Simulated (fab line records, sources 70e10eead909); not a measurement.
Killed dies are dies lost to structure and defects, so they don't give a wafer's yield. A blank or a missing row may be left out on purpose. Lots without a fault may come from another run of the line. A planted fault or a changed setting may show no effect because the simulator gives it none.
Which tool did it? | flow nand_harc | 22 lots, 66 wafers sampled, at 4 steps of a route of 1159

WHAT THE GAUGES READ, wafer by wafer
NHARC_A_ZERO_WELL_CD_MEAS_10: target cd 2000 nm. Usual: cd_nm 2000.6 nm, standard deviation 2.2.
lot  | measured     | on        | cd_nm (nm)           | flag
L074 | day 6 15:11  | cd_sem-02 | 2003.5 2000.2 2002.0 |
L076 | day 6 20:08  | cd_sem-03 | 2004.4 1999.5 2004.5 |
L077 | day 7 17:26  | cd_sem-03 | 2004.4 2006.0 2001.2 |
L078 | day 7 19:18  | cd_sem-02 | 2002.9 2004.3 1999.5 |
L079 | day 7 22:49  | cd_sem-01 | 2000.5 2002.3 1999.9 |
L080 | day 7 23:29  | cd_sem-02 | 1996.8 1997.4 1999.0 |
L081 | day 8 08:05  | cd_sem-03 | 2001.5 1998.7 1998.4 |
L082 | day 8 13:08  | cd_sem-02 | 1997.1 1998.0 1999.4 |
L084 | day 8 18:29  | cd_sem-02 | 2003.1 2003.3 2002.8 |
L083 | day 8 19:27  | cd_sem-02 | 1997.7 2002.4 2001.8 |
L088 | day 9 21:58  | cd_sem-02 | 1999.8 2004.2 2003.8 |
L085 | day 9 23:13  | cd_sem-02 | 2000.8 2000.6 1999.3 |
L086 | day 10 08:37 | cd_sem-03 | 2003.0 2001.3 2003.6 |
L087 | day 10 14:20 | cd_sem-03 | 1997.0 2000.8 2000.4 |
L090 | day 10 17:06 | cd_sem-02 | 2001.6 2001.2 2001.6 |
L091 | day 10 18:25 | cd_sem-02 | 2002.0 1999.5 1998.6 |
L092 | day 11 03:36 | cd_sem-01 | 1999.3 1996.1 1996.5 |
L093 | day 11 08:49 | cd_sem-01 | 1999.8 2002.5 2001.3 |
L095 | day 11 11:43 | cd_sem-03 | 2001.7 2000.7 2000.4 |
L094 | day 11 12:19 | cd_sem-02 | 1997.2 2002.0 2002.4 |
L096 | day 12 02:11 | cd_sem-01 | 1999.7 1996.2 2002.7 |
L097 | day 12 15:23 | cd_sem-03 | 2000.1 1998.9 1998.9 |

NHARC_A_SOURCE_PLATE_INSPECT_08. Usual: raw_defect_count 60, standard deviation 23.
lot  | measured     | on                | raw_defect_count | flag
L074 | day 7 13:01  | defect_inspect-01 | 52 48 57         |
L076 | day 7 18:39  | defect_inspect-02 | 28 22 32         |
L077 | day 8 15:17  | defect_inspect-01 | 81 71 97         |
L078 | day 8 15:18  | defect_inspect-02 | 46 82 44         |
L079 | day 8 20:46  | defect_inspect-02 | 57 33 51         |
L080 | day 8 20:46  | defect_inspect-01 | 57 85 79         |
L081 | day 9 07:29  | defect_inspect-02 | 33 47 43         |
L082 | day 9 14:00  | defect_inspect-02 | 46 56 45         |
L084 | day 9 14:00  | defect_inspect-01 | 44 53 88         |
L083 | day 9 18:43  | defect_inspect-02 | 49 76 49         |
L088 | day 10 23:08 | defect_inspect-02 | 51 49 54         |
L085 | day 10 23:09 | defect_inspect-01 | 63 64 81         |
L086 | day 11 06:53 | defect_inspect-01 | 111 65 66        |
L087 | day 11 14:58 | defect_inspect-02 | 93 77 79         |
L090 | day 11 14:57 | defect_inspect-01 | 60 30 39         |
L091 | day 11 19:28 | defect_inspect-01 | 34 41 41         |
L092 | day 12 03:28 | defect_inspect-01 | 68 95 41         |
L093 | day 12 08:27 | defect_inspect-01 | 91 61 105        |
L095 | day 12 08:26 | defect_inspect-02 | 45 51 61         |
L094 | day 12 12:05 | defect_inspect-01 | 79 41 37         |
L096 | day 13 02:52 | defect_inspect-01 | 36 47 125        |
L097 | day 13 13:22 | defect_inspect-02 | 70 67 81         |

WHICH TOOL RAN EACH LOT (tool, then ch and the chambers of the sampled wafers, then the start)
lot  | NHARC_P_BONDPAD_ETCH_12                       | NHARC_P_BONDPAD_PVD_17
L074 | rie_diel-06 ch 0,1, day 6 15:11 or earlier    | pvd_sputter-03, day 6 15:11 or earlier
L076 | rie_diel-02 ch 0,1, day 6 20:08 or earlier    | pvd_sputter-03, day 6 20:08 or earlier
L077 | rie_diel-06 ch 0,1,2, day 7 17:26 or earlier  | pvd_sputter-02, day 7 17:26 or earlier
L078 | rie_diel-11 ch 0,1,2, day 7 19:18 or earlier  | pvd_sputter-02, day 7 19:18 or earlier
L079 | rie_diel-06 ch 0,2,3, day 7 22:49 or earlier  | pvd_sputter-03, day 7 22:49 or earlier
L080 | rie_diel-06 ch 0,1,2, day 7 23:29 or earlier  | pvd_sputter-03, day 7 23:29 or earlier
L081 | rie_diel-06 ch 1,2, day 8 08:05 or earlier    | pvd_sputter-01, day 8 08:05 or earlier
L082 | rie_diel-06 ch 1,2,3, day 8 13:08 or earlier  | pvd_sputter-03, day 8 13:08 or earlier
L084 | rie_diel-06 ch 0,2,3, day 8 18:29 or earlier  | pvd_sputter-01, day 8 18:29 or earlier
L083 | rie_diel-06 ch 2,3, day 8 19:27 or earlier    | pvd_sputter-03, day 8 19:27 or earlier
L088 | rie_diel-06 ch 0,1,3, day 9 21:58 or earlier  | pvd_sputter-03, day 9 21:58 or earlier
L085 | rie_diel-06 ch 0,1,3, day 9 23:13 or earlier  | pvd_sputter-01, day 9 23:13 or earlier
L086 | rie_diel-06 ch 1,3, day 10 08:37 or earlier   | pvd_sputter-01, day 10 08:37 or earlier
L087 | rie_diel-06 ch 2,3, day 10 14:20 or earlier   | pvd_sputter-01, day 10 14:20 or earlier
L090 | rie_diel-11 ch 1,2,3, day 10 17:06 or earlier | pvd_sputter-02, day 10 17:06 or earlier
L091 | rie_diel-06 ch 0,3, day 10 18:25 or earlier   | pvd_sputter-03, day 10 18:25 or earlier
L092 | rie_diel-06 ch 1,2,3, day 11 03:36 or earlier | pvd_sputter-01, day 11 03:36 or earlier
L093 | rie_diel-02 ch 0,1,2, day 11 08:49 or earlier | pvd_sputter-01, day 11 08:49 or earlier
L095 | rie_diel-11 ch 0,1, day 11 11:43 or earlier   | pvd_sputter-02, day 11 11:43 or earlier
L094 | rie_diel-11 ch 0,2,3, day 11 12:19 or earlier | pvd_sputter-02, day 11 12:19 or earlier
L096 | rie_diel-06 ch 2,3, day 12 02:11 or earlier   | pvd_sputter-01, day 12 02:11 or earlier
L097 | rie_diel-11 ch 0,2,3, day 12 15:23 or earlier | pvd_sputter-02, day 12 15:23 or earlier
- NHARC_P_BONDPAD_ETCH_12: etches the open film in CHF3/O2, target depth 200 nm, time 100 s.
- NHARC_P_BONDPAD_PVD_17: deposits TaN, target thk 5 nm, time 8.06 s.

WHAT THE TOOLS THEMSELVES READ (means of the sampled wafers that have a number; where no wafer has one, the mark that the record gives instead)
NHARC_P_BONDPAD_ETCH_12. Usual: bias_w 199.9 W, standard deviation 0.6; chamber_pressure_mTorr 24.997 mTorr, standard deviation 0.023; drypump_motor_current_A 6.1 A, standard deviation 0.45; oes_product_au 0.936 a.u., standard deviation 0.021; rf_vpp_V 371.3 V, standard deviation 2.2; showerhead_plenum_p_Torr 2.43 Torr, standard deviation 0.09; throttle_valve_pct 20.573 %, standard deviation 0.0086.
lot  | tool        | bias_w (W) | chamber_pressure_mTorr (mTorr) | drypump_motor_current_A (A) | oes_product_au (a.u.) | rf_vpp_V (V) | showerhead_plenum_p_Torr (Torr) | throttle_valve_pct (%) | flag
L074 | rie_diel-06 | 201.3      | 24.963                         | 6.5                         | 0.977                 | 370.9        | 2.43                            | 20.577                 |
L076 | rie_diel-02 | 199.9      | 24.995                         | 5.9                         | 0.928                 | 368.6        | 2.32                            | 20.567                 |
L077 | rie_diel-06 | 200.0      | 24.966                         | 6.1                         | 0.970                 | 370.7        | 2.43                            | 20.570                 |
L078 | rie_diel-11 | 200.0      | 25.003                         | 5.8                         | 0.942                 | 372.2        | 2.47                            | 20.572                 |
L079 | rie_diel-06 | 200.3      | 24.985                         | 6.2                         | 0.924                 | 372.5        | 2.50                            | 20.567                 |
L080 | rie_diel-06 | 199.0      | 25.011                         | 6.1                         | 0.967                 | 371.0        | 2.43                            | 20.572                 |
L081 | rie_diel-06 | 199.6      | 25.002                         | 5.8                         | 0.925                 | 371.8        | 2.44                            | 20.570                 |
L082 | rie_diel-06 | 199.4      | 25.004                         | 6.1                         | 0.967                 | 370.9        | 2.43                            | 20.571                 |
L084 | rie_diel-06 | 199.3      | 25.017                         | 6.2                         | 0.926                 | 372.5        | 2.49                            | 20.566                 |
L083 | rie_diel-06 | 199.3      | 25.013                         | 5.8                         | 0.917                 | 373.8        | 2.50                            | 20.576                 |
L088 | rie_diel-06 | 200.4      | 25.006                         | 6.4                         | 0.922                 | 371.3        | 2.42                            | 20.578                 |
L085 | rie_diel-06 | 199.8      | 24.999                         | 6.4                         | 0.921                 | 370.8        | 2.42                            | 20.574                 |
L086 | rie_diel-06 | 200.0      | 24.992                         | 6.3                         | 0.933                 | 369.5        | 2.35                            | 20.584                 |
L087 | rie_diel-06 | 199.6      | 25.006                         | 5.8                         | 0.920                 | 372.9        | 2.50                            | 20.572                 |
L090 | rie_diel-11 | 199.7      | 25.016                         | 5.6                         | 0.924                 | 372.9        | 2.47                            | 20.574                 |
L091 | rie_diel-06 | 199.8      | 25.007                         | 6.5                         | 0.923                 | 372.5        | 2.48                            | 20.574                 |
L092 | rie_diel-06 | 199.2      | 24.991                         | 6.1                         | 0.934                 | 370.8        | 2.43                            | 20.575                 |
L093 | rie_diel-02 | 200.0      | 24.980                         | 5.7                         | 0.926                 | 367.9        | 2.30                            | 20.570                 |
L095 | rie_diel-11 | 199.3      | 24.986                         | 5.9                         | 0.930                 | 371.2        | 2.43                            | 20.576                 |
L094 | rie_diel-11 | 199.6      | 24.982                         | 5.7                         | 0.931                 | 372.0        | 2.46                            | 20.569                 |
L096 | rie_diel-06 | 199.8      | 25.004                         | 5.8                         | 0.961                 | 373.4        | 2.50                            | 20.566                 |
L097 | rie_diel-11 | 199.3      | 24.994                         | 5.7                         | 0.928                 | 372.0        | 2.46                            | 20.573                 |

NHARC_P_BONDPAD_PVD_17. Usual: bias_v 168.6 V, standard deviation 1.6; cathode_dc_power_W 15000 W, standard deviation 3.2; throttle_valve_pct 29.9 %, standard deviation 0.88.
lot  | tool           | bias_v (V) | cathode_dc_power_W (W) | throttle_valve_pct (%) | flag
L074 | pvd_sputter-03 | 167.5      | 15001                  | 30.4                   |
L076 | pvd_sputter-03 | 167.4      | 14999                  | 30.2                   |
L077 | pvd_sputter-02 | 169.9      | 14997                  | 29.8                   |
L078 | pvd_sputter-02 | 168.5      | 14999                  | 29.5                   |
L079 | pvd_sputter-03 | 170.5      | 15000                  | 30.2                   |
L080 | pvd_sputter-03 | 168.4      | 14998                  | 30.3                   |
L081 | pvd_sputter-01 | 169.8      | 15002                  | 29.9                   |
L082 | pvd_sputter-03 | 167.2      | 15002                  | 30.4                   |
L084 | pvd_sputter-01 | 167.5      | 15001                  | 30.0                   |
L083 | pvd_sputter-03 | 167.9      | 14999                  | 29.7                   |
L088 | pvd_sputter-03 | 169.5      | 14997                  | 30.4                   |
L085 | pvd_sputter-01 | 168.9      | 15002                  | 29.9                   |
L086 | pvd_sputter-01 | 171.1      | 15001                  | 31.0                   |
L087 | pvd_sputter-01 | 170.4      | 14996                  | 30.6                   |
L090 | pvd_sputter-02 | 169.4      | 14998                  | 29.3                   |
L091 | pvd_sputter-03 | 168.8      | 14998                  | 29.6                   |
L092 | pvd_sputter-01 | 170.3      | 14999                  | 29.7                   |
L093 | pvd_sputter-01 | 170.3      | 14997                  | 30.2                   |
L095 | pvd_sputter-02 | 168.1      | 15001                  | 29.7                   |
L094 | pvd_sputter-02 | 168.1      | 15001                  | 29.7                   |
L096 | pvd_sputter-01 | 167.5      | 15001                  | 30.3                   |
L097 | pvd_sputter-02 | 169.3      | 15000                  | 29.9                   |

THE ANSWER, worked out from the rows above alone
Rule: a lot is off if the mean of its wafers that have a number lies more than 3 standard deviations from the usual mean. A lot without any number at a reading at which 4 lots or more have one is off too. The other lots that the step has rows for count as sound. The gauges are gone through in route order, then the tools' own readings, and for those a lot's mean is taken as printed above. The first step at which some lot is off is used, and at that step the reading that is off furthest; a lot without a number counts as furthest.
No lot is off at any reading shown: from this, nothing can be told.

WHAT THE SIMULATOR HAD PUT IN
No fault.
